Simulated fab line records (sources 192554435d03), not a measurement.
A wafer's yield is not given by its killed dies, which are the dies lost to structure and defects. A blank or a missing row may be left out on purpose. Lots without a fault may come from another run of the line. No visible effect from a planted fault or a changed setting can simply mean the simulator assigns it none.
What tool caused it? | flow n5-finfet | Sampling: 12 lots, 33 wafers, 4 of 1938 route steps

== WHAT EACH GAUGE READ, for each wafer ==
N5_BEOL_M14_OVL_MEAS_29. Usual: M14_OVL typically reads 0 nm, with standard deviation 5.5.
lot  | measured     | on         | M14_OVL (nm) | flag
L856 | day 11 21:17 | overlay-01 | -2 -8 -2     |
L854 | day 11 22:57 | overlay-01 | -1 1 2       |
L857 | day 12 12:51 | overlay-02 | -4 -11 1     |
L861 | day 13 08:05 | overlay-02 | -4 -5 2      |
L860 | day 13 08:51 | overlay-01 | -2 -9 4      |
L864 | day 14 00:57 | overlay-01 | -2 -6 -2     |
L869 | day 15 09:25 | overlay-01 | 6 8 3        |
L873 | day 17 08:40 | overlay-01 | -2 3         |
L872 | day 17 09:25 | overlay-01 | -7 -1 3      |
L875 | day 18 08:29 | overlay-02 | 0 -8 -1      |
L876 | day 18 13:59 | overlay-02 | 5 -4         |
L877 | day 18 14:19 | overlay-02 | 1 -8         |

N5_BEOL_M14_INSPECT_30: inspects for defects (macro). Usual: raw-defect-count at 1.9, with a standard deviation of 1.4.
lot  | measured     | on                | raw-defect-count | flag
L856 | day 11 21:18 | defect-inspect-02 | 2 3 3            |
L854 | day 11 22:58 | defect-inspect-02 | 3 2 4            |
L857 | day 12 12:53 | defect-inspect-02 | 1 0 4            |
L861 | day 13 08:06 | defect-inspect-01 | 2 4 1            |
L860 | day 13 08:52 | defect-inspect-02 | 4 0 2            |
L864 | day 14 00:59 | defect-inspect-01 | 3 2 3            |
L869 | day 15 09:26 | defect-inspect-01 | 0 2 3            |
L873 | day 17 08:41 | defect-inspect-02 | 2 3              |
L872 | day 17 09:26 | defect-inspect-01 | 2 2 2            |
L875 | day 18 08:31 | defect-inspect-01 | 4 3 0            |
L876 | day 18 14:01 | defect-inspect-01 | 1 4              |
L877 | day 18 14:20 | defect-inspect-01 | 3 3              |

== WHAT TOOL EACH LOT RAN ON (gives the tool, then ch and the chambers of the sampled wafers, and finally the start) ==
lot  | N5_BEOL_M14_STRIP_64                          | N5_BEOL_M14_COAT_66
L856 | rie-diel-06 ch 0,1,2, day 11 20:50 or earlier | litho-track-02 ch 0, day 11 20:50
L854 | rie-diel-04 ch 0,1,2, day 11 22:38 or earlier | litho-track-05 ch 0, day 11 22:38
L857 | rie-diel-05 ch 0,2,3, day 12 12:25 or earlier | litho-track-05 ch 0, day 12 12:25
L861 | rie-diel-06 ch 1,2,3, day 13 07:38 or earlier | litho-track-02 ch 0, day 13 07:38
L860 | rie-diel-04 ch 2,3, day 13 08:24 or earlier   | litho-track-02 ch 0, day 13 08:24
L864 | rie-diel-06 ch 1,2, day 14 00:38 or earlier   | litho-track-02 ch 0, day 14 00:38
L869 | rie-diel-06 ch 1,2,3, day 15 09:06 or earlier | litho-track-02 ch 0, day 15 09:06
L873 | rie-diel-05 ch 0, day 17 08:13 or earlier     | litho-track-03 ch 0, day 17 08:13
L872 | rie-diel-05 ch 0,1,2, day 17 08:58 or earlier | litho-track-05 ch 0, day 17 08:58
L875 | rie-diel-05 ch 1,3, day 18 08:03 or earlier   | litho-track-03 ch 0, day 18 08:03
L876 | rie-diel-04 ch 0,2, day 18 13:32 or earlier   | litho-track-03 ch 0, day 18 13:32
L877 | rie-diel-04 ch 0,3, day 18 13:59 or earlier   | litho-track-03 ch 0, day 18 13:59
- N5_BEOL_M14_STRIP_64: strips in O2.
- N5_BEOL_M14_COAT_66: time 60 s, resist thk 110 nm.

== AS READ BY THE TOOLS THEMSELVES (means over the sampled wafers that have a number; for cases with no such wafer, the mark the record gives instead) ==
N5_BEOL_M14_STRIP_64. Usual: chamber-pressure-mTorr 29.999 mTorr, standard deviation 0.028; drypump-motor-current-A 5.6 A, standard deviation 0.49; oes-product-au 0.80 a.u., standard deviation 0.081; rf-vpp-V 3.7 V, standard deviation 0.48; showerhead-plenum-p-Torr 2.10 Torr, standard deviation 0.081; throttle-valve-pct 16.67 %, standard deviation 0.24.
lot  | tool        | chamber-pressure-mTorr (mTorr) | drypump-motor-current-A (A) | oes-product-au (a.u.) | rf-vpp-V (V) | showerhead-plenum-p-Torr (Torr) | throttle-valve-pct (%) | flag
L856 | rie-diel-06 | 30.000                         | 5.5                         | 0.86                  | 3.6          | 2.10                            | 16.50                  |
L854 | rie-diel-04 | 30.001                         | 5.5                         | 0.76                  | 3.1          | 2.12                            | 16.57                  |
L857 | rie-diel-05 | 30.009                         | 5.7                         | 0.85                  | 3.8          | 2.12                            | 16.53                  |
L861 | rie-diel-06 | 29.964                         | 5.6                         | 0.80                  | 3.8          | 2.09                            | 16.63                  |
L860 | rie-diel-04 | 29.964                         | 5.8                         | 0.74                  | 3.7          | 2.03                            | 16.89                  |
L864 | rie-diel-06 | 30.020                         | 5.5                         | 0.80                  | 3.9          | 2.02                            | 16.59                  |
L869 | rie-diel-06 | 29.998                         | 5.6                         | 0.78                  | 3.9          | 2.09                            | 16.67                  |
L873 | rie-diel-05 | 29.968                         | 6.5                         | 0.69                  | 4.2          | 1.97                            | 16.78                  |
L872 | rie-diel-05 | 29.986                         | 5.6                         | 0.79                  | 3.4          | 2.10                            | 16.65                  |
L875 | rie-diel-05 | 30.003                         | 5.3                         | 0.83                  | 3.6          | 2.13                            | 16.81                  |
L876 | rie-diel-04 | 29.988                         | 5.3                         | 0.72                  | 4.2          | 2.09                            | 16.74                  |
L877 | rie-diel-04 | 30.002                         | 5.2                         | 0.71                  | 3.2          | 2.02                            | 16.78                  |

N5_BEOL_M14_COAT_66. Usual: spin-speed-rpm at 1500.1 rpm, with a standard deviation of 0.93.
lot  | tool           | spin-speed-rpm (rpm) | flag
L856 | litho-track-02 | 1501.0               |
L854 | litho-track-05 | 1500.5               |
L857 | litho-track-05 | 1501.2               |
L861 | litho-track-02 | 1500.5               |
L860 | litho-track-02 | 1500.4               |
L864 | litho-track-02 | 1369.7               | OFF
L869 | litho-track-02 | 1371.5               | OFF
L873 | litho-track-03 | 1500.4               |
L872 | litho-track-05 | 1500.6               |
L875 | litho-track-03 | 1500.2               |
L876 | litho-track-03 | 1499.0               |
L877 | litho-track-03 | 1499.8               |

== THE ANSWER, worked out from the rows above alone ==
Rule: a lot counts as off when the mean over its wafers that have a number is more than 3 standard deviations away from the usual mean. A lot without any number at a reading at which 4 lots or more have one is off too. The other lots that the step has rows for count as sound. First the gauges in route order, then the tools' own readings, where a lot's mean is used as printed above. At the first step where some lot is off, the reading lying furthest off is the one used; lots without a number count as furthest.
Off: L864, L869, at N5_BEOL_M14_COAT_66 (spin-speed-rpm).
A tool fits if, at that step or a process step before it, it ran every lot that is off, and no sound lot after the first of them. Because N5_BEOL_M14_STRIP_64 lacks a start for some lots, the hours and order of its lots are taken from N5_BEOL_M14_COAT_66. 2 tools fit, rie-diel-06 at N5_BEOL_M14_STRIP_64 and litho-track-02 at N5_BEOL_M14_COAT_66, so this cannot tell which one it is.

== WHAT THE SIMULATOR HAD INSERTED ==
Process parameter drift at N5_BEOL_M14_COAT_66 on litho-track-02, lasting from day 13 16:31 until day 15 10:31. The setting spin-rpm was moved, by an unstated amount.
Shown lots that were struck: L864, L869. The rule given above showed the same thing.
